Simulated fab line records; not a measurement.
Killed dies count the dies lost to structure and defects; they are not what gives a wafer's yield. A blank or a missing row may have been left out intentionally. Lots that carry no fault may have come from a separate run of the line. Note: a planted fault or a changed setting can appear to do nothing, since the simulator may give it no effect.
Chamber matching	flow n5-finfet	4 sister chambers for N5_BEOL_M4_VIA_ETCH_34 on rie-diel-01
The step etches the open film in C4F6/O2, target depth 69.4 nm, time 65.9 s. 22 wafers are shown with their chamber, then 11 later ones without.

== EACH WAFER AND ITS CHAMBER ==
wafer	chamber	showerhead-plenum-p-Torr (Torr)	rf-vpp-V (V)	throttle-valve-pct (%)
L075.1	2	3.01	670	30.64
L075.3	0	2.98	666	30.44
L075.4	2	3.00	671	30.66
L077.1	1	2.71	641	30.60
L077.3	0	2.97	667	30.44
L077.6	0	2.97	667	30.44
L079.1	2	3.00	669	30.66
L079.3	1	2.71	642	30.60
L079.4	1	2.71	641	30.60
L080.2	0	2.97	667	30.45
L080.4	1	2.71	640	30.61
L080.5	2	3.00	670	30.65
L082.1	3	2.89	676	30.32
L082.3	0	2.97	666	30.44
L082.5	3	2.89	676	30.31
L084.2	0	2.97	668	30.46
L084.3	3	2.89	676	30.32
L084.5	2	2.99	670	30.67
L087.2	2	2.99	668	30.68
L087.3	0	2.96	666	30.48
L087.5	3	2.89	678	30.33
L089.1	2	2.99	671	30.67

SIGNATURES (means of the wafers above)
reading	chamber 0	chamber 1	chamber 2	chamber 3	scatter within a chamber
showerhead-plenum-p-Torr	2.9700	2.7100	2.9971	2.8900	0.00549
rf-vpp-V	666.71	641.00	669.86	676.50	0.922
throttle-valve-pct	30.4500	30.6025	30.6614	30.3200	0.0124
Rule: a wafer lies at a distance from a chamber equal to the root of the sum of squares, over the readings, of (its reading less the chamber's mean, divided by the reading's scatter). The wafer belongs to the nearest chamber; if the next one is less than 2 further off, it can't be placed. The scatter is the square root of a quotient: the sum, over the shown wafers, of each reading's squared deviation from its chamber's mean, divided by wafers minus chambers.

== WAFERS WITHOUT THEIR CHAMBER ==
wafer	showerhead-plenum-p-Torr (Torr)	rf-vpp-V (V)	throttle-valve-pct (%)
L089.5	2.88	677	30.33
L089.6	2.99	669	30.67
L091.3	3.05	652	30.49
L091.4	2.96	667	30.47
L091.6	3.05	652	30.48
L093.3	2.98	669	30.68
L093.4	3.04	651	30.49
L093.6	2.88	677	30.35
L096.1	2.88	677	30.35
L096.5	2.98	670	30.69
L096.6	3.04	652	30.48

== WHICH CHAMBER EACH WENT THROUGH ==
wafer	from the rows above	in truth
L089.5	3	3
L089.6	2	2
L091.3	0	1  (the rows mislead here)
L091.4	0	0
L091.6	0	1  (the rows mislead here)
L093.3	2	2
L093.4	0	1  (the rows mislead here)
L093.6	3	3
L096.1	3	3
L096.5	2	2
L096.6	0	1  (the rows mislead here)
Correct placement for 7 of the 11. Can't be placed from these rows: 0. Placed wrongly: 4.
